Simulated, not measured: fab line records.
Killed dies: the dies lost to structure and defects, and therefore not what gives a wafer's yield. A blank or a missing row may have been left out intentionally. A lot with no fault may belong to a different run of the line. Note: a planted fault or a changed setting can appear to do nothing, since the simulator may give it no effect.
Split-lot study / flow n5Finfet / 39 wafers read across 7 lots, on a route 1938 steps long

ABOUT THE SPLIT
At N5_BEOL_M6_ILD_DEP_00 (deposits SiCOH lowk from DEMS/porogen, target thk 179.75 nm, time 33.4 s), the setting targetThkA was moved away from the recipe's 1797.5 angstrom on 9 of the 39 wafers read, by -59.2% to +20.3%. This setting was run at the recipe's value on the other wafers.

FROM THE SPLIT TO THE READING: what the file shows between them, 1 step
- N5_BEOL_M6_CURE_74: cures SiCOH lowk, time 240 s

THE READING
M6_ILD_THK at N5_BEOL_M6_THK_MEAS_01, in nm. On this fab line, fault-free wafers typically give 154.4 nm with a standard deviation of 1.8 nm.

wafer=L076.1; tool, chamber at the split=pecvd-04, 1; targetThkA as run, angstrom=928.4; against the recipe=-48.4%; M6_ILD_THK, nm=78.0; against lot-mates on the recipe=-76.2
wafer=L076.2; tool, chamber at the split=pecvd-04, 0; targetThkA as run, angstrom=928.4; against the recipe=-48.4%; M6_ILD_THK, nm=77.4; against lot-mates on the recipe=-76.8
wafer=L076.3; tool, chamber at the split=pecvd-04, 2; targetThkA as run, angstrom=1797.5; against the recipe=recipe; M6_ILD_THK, nm=150.7; against lot-mates on the recipe=-
wafer=L076.4; tool, chamber at the split=pecvd-04, 1,2; targetThkA as run, angstrom=1797.5; against the recipe=recipe; M6_ILD_THK, nm=156.0; against lot-mates on the recipe=-
wafer=L076.5; tool, chamber at the split=pecvd-04, 0; targetThkA as run, angstrom=928.4; against the recipe=-48.4%; M6_ILD_THK, nm=79.4; against lot-mates on the recipe=-74.8
wafer=L076.6; tool, chamber at the split=pecvd-04, 1,2; targetThkA as run, angstrom=1797.5; against the recipe=recipe; M6_ILD_THK, nm=156.0; against lot-mates on the recipe=-
wafer=L078.1; tool, chamber at the split=pecvd-04, 0; targetThkA as run, angstrom=1797.5; against the recipe=recipe; M6_ILD_THK, nm=152.8; against lot-mates on the recipe=-
wafer=L078.2; tool, chamber at the split=pecvd-04, 1; targetThkA as run, angstrom=734; against the recipe=-59.2%; M6_ILD_THK, nm=60.0; against lot-mates on the recipe=-94.1
wafer=L078.3; tool, chamber at the split=pecvd-04, 2; targetThkA as run, angstrom=1797.5; against the recipe=recipe; M6_ILD_THK, nm=151.8; against lot-mates on the recipe=-
wafer=L078.4; tool, chamber at the split=pecvd-04, 2; targetThkA as run, angstrom=734; against the recipe=-59.2%; M6_ILD_THK, nm=61.8; against lot-mates on the recipe=-92.3
wafer=L078.5; tool, chamber at the split=pecvd-04, 1; targetThkA as run, angstrom=1797.5; against the recipe=recipe; M6_ILD_THK, nm=157.7; against lot-mates on the recipe=-
wafer=L078.6; tool, chamber at the split=pecvd-04, 0; targetThkA as run, angstrom=734; against the recipe=-59.2%; M6_ILD_THK, nm=60.8; against lot-mates on the recipe=-93.3
wafer=L079.1; tool, chamber at the split=pecvd-03, 0; targetThkA as run, angstrom=1797.5; against the recipe=recipe; M6_ILD_THK, nm=151.7; against lot-mates on the recipe=-
wafer=L079.2; tool, chamber at the split=pecvd-03, 1; targetThkA as run, angstrom=2163; against the recipe=+20.3%; M6_ILD_THK, nm=184.2; against lot-mates on the recipe=+31.0
wafer=L079.3; tool, chamber at the split=pecvd-03, 2; targetThkA as run, angstrom=2163; against the recipe=+20.3%; M6_ILD_THK, nm=184.4; against lot-mates on the recipe=+31.2
wafer=L079.4; tool, chamber at the split=pecvd-03, 1; targetThkA as run, angstrom=2163; against the recipe=+20.3%; M6_ILD_THK, nm=185.7; against lot-mates on the recipe=+32.5
wafer=L079.5; tool, chamber at the split=pecvd-03, 0; targetThkA as run, angstrom=1797.5; against the recipe=recipe; M6_ILD_THK, nm=153.3; against lot-mates on the recipe=-
wafer=L079.6; tool, chamber at the split=pecvd-03, 2; targetThkA as run, angstrom=1797.5; against the recipe=recipe; M6_ILD_THK, nm=154.7; against lot-mates on the recipe=-
wafer=L082.1; tool, chamber at the split=pecvd-01, 1; targetThkA as run, angstrom=1797.5; against the recipe=recipe; M6_ILD_THK, nm=152.8; against lot-mates on the recipe=-
wafer=L082.2; tool, chamber at the split=pecvd-01, 2; targetThkA as run, angstrom=1797.5; against the recipe=recipe; M6_ILD_THK, nm=155.4; against lot-mates on the recipe=-
wafer=L082.3; tool, chamber at the split=pecvd-01, 0; targetThkA as run, angstrom=1797.5; against the recipe=recipe; M6_ILD_THK, nm=153.8; against lot-mates on the recipe=-
wafer=L082.4; tool, chamber at the split=pecvd-01, 0; targetThkA as run, angstrom=1797.5; against the recipe=recipe; M6_ILD_THK, nm=156.7; against lot-mates on the recipe=-
wafer=L082.5; tool, chamber at the split=pecvd-01, 1; targetThkA as run, angstrom=1797.5; against the recipe=recipe; M6_ILD_THK, nm=155.6; against lot-mates on the recipe=-
wafer=L082.6; tool, chamber at the split=pecvd-01, 2; targetThkA as run, angstrom=1797.5; against the recipe=recipe; M6_ILD_THK, nm=157.6; against lot-mates on the recipe=-
wafer=L089.2; tool, chamber at the split=pecvd-04, 2; targetThkA as run, angstrom=1797.5; against the recipe=recipe; M6_ILD_THK, nm=152.8; against lot-mates on the recipe=-
wafer=L089.3; tool, chamber at the split=pecvd-04, 1; targetThkA as run, angstrom=1797.5; against the recipe=recipe; M6_ILD_THK, nm=153.2; against lot-mates on the recipe=-
wafer=L089.6; tool, chamber at the split=pecvd-04, 1; targetThkA as run, angstrom=1797.5; against the recipe=recipe; M6_ILD_THK, nm=157.5; against lot-mates on the recipe=-
wafer=L091.1; tool, chamber at the split=pecvd-01, 0; targetThkA as run, angstrom=1797.5; against the recipe=recipe; M6_ILD_THK, nm=151.0; against lot-mates on the recipe=-
wafer=L091.2; tool, chamber at the split=pecvd-01, 1; targetThkA as run, angstrom=1797.5; against the recipe=recipe; M6_ILD_THK, nm=152.1; against lot-mates on the recipe=-
wafer=L091.3; tool, chamber at the split=pecvd-01, 2; targetThkA as run, angstrom=1797.5; against the recipe=recipe; M6_ILD_THK, nm=152.1; against lot-mates on the recipe=-
wafer=L091.4; tool, chamber at the split=pecvd-01, 0; targetThkA as run, angstrom=1797.5; against the recipe=recipe; M6_ILD_THK, nm=152.3; against lot-mates on the recipe=-
wafer=L091.5; tool, chamber at the split=pecvd-01, 1; targetThkA as run, angstrom=1797.5; against the recipe=recipe; M6_ILD_THK, nm=156.7; against lot-mates on the recipe=-
wafer=L091.6; tool, chamber at the split=pecvd-01, 2; targetThkA as run, angstrom=1797.5; against the recipe=recipe; M6_ILD_THK, nm=154.2; against lot-mates on the recipe=-
wafer=L092.1; tool, chamber at the split=pecvd-03, 1; targetThkA as run, angstrom=1797.5; against the recipe=recipe; M6_ILD_THK, nm=153.2; against lot-mates on the recipe=-
wafer=L092.2; tool, chamber at the split=pecvd-03, 0; targetThkA as run, angstrom=1797.5; against the recipe=recipe; M6_ILD_THK, nm=152.8; against lot-mates on the recipe=-
wafer=L092.3; tool, chamber at the split=pecvd-03, 2; targetThkA as run, angstrom=1797.5; against the recipe=recipe; M6_ILD_THK, nm=151.6; against lot-mates on the recipe=-
wafer=L092.4; tool, chamber at the split=pecvd-03, 1; targetThkA as run, angstrom=1797.5; against the recipe=recipe; M6_ILD_THK, nm=155.4; against lot-mates on the recipe=-
wafer=L092.5; tool, chamber at the split=pecvd-03, 0; targetThkA as run, angstrom=1797.5; against the recipe=recipe; M6_ILD_THK, nm=154.3; against lot-mates on the recipe=-
wafer=L092.6; tool, chamber at the split=pecvd-03, 2; targetThkA as run, angstrom=1797.5; against the recipe=recipe; M6_ILD_THK, nm=157.4; against lot-mates on the recipe=-
If several chambers appear in one row, that row covers several wafers at once and the file leaves open which wafer was in which chamber.

FIT RESULTS
A straight line over all 39 wafers: M6_ILD_THK changes by +1.57 nm for each +1% of targetThkA; r = +1.00; the points scatter about the line by 2 nm.
The same after taking each lot's own level away (the mean of its wafers on the recipe; 39 wafers): +1.57 nm for each +1%; r = +1.00; scatter 1.8 nm.
That fit puts the effect of the largest move of targetThkA on the reading at 93 nm.
The lots' own levels span 153.07 to 155.32 nm, that is 1.2 times the standard deviation above.
The two slopes agree, so the slope changes little with the lot-to-lot level.
Check: for one of the wafers moved furthest among these (-59.2%), held out of the fit, the line's prediction against its lot-mates is -92.8 nm. It came out at -94.1 nm against them.

THE OTHER SPLITS THESE WAFERS WENT THROUGH
Other splits were also applied to these wafers ahead of the reading. Each is held against what the fit with the lots' levels taken away leaves over:
other split on the same wafers=N5_HKMG_FIN_DEVELOP_48 developTimeS; wafers away from the commonest value=9; r with M6_ILD_THK (lot level and that fit taken away)=+0.14
other split on the same wafers=N5_MOL_CONTACT_COAG_ETCHBACK_135 timeS; wafers away from the commonest value=15; r with M6_ILD_THK (lot level and that fit taken away)=+0.12
other split on the same wafers=N5_BEOL_M2_HM_DEP_02 targetThkA; wafers away from the commonest value=12; r with M6_ILD_THK (lot level and that fit taken away)=+0.17

THE WHOLE CHAIN: every reading that the file lists as answering this split, in the file's order
step=N5_BEOL_M6_ILD_DEP_00; what it does=deposits SiCOH lowk from DEMS/porogen, target thk 179.75 nm, time 33.4 s; reading=SiCOH_lowk_of_BEOL_M6_ILD_DEP_00.thkNm (the simulator's own value, which no gauge read); change (the file's fit)=+1.81 nm for each +1% of the setting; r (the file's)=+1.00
step=N5_BEOL_M6_CURE_74; what it does=cures SiCOH lowk, time 240 s; reading=SiCOH_lowk_of_BEOL_M6_ILD_DEP_00.thkNm (the simulator's own value, which no gauge read); change (the file's fit)=+1.57 nm for each +1% of the setting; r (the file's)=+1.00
step=N5_BEOL_M6_THK_MEAS_01; what it does=; reading=M6_ILD_THK; change (the file's fit)=+1.57 for each +1% of the setting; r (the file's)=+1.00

FILE'S OWN FIT
M6_ILD_THK changes by +1.57 nm for each +1% of targetThkA, r = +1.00.
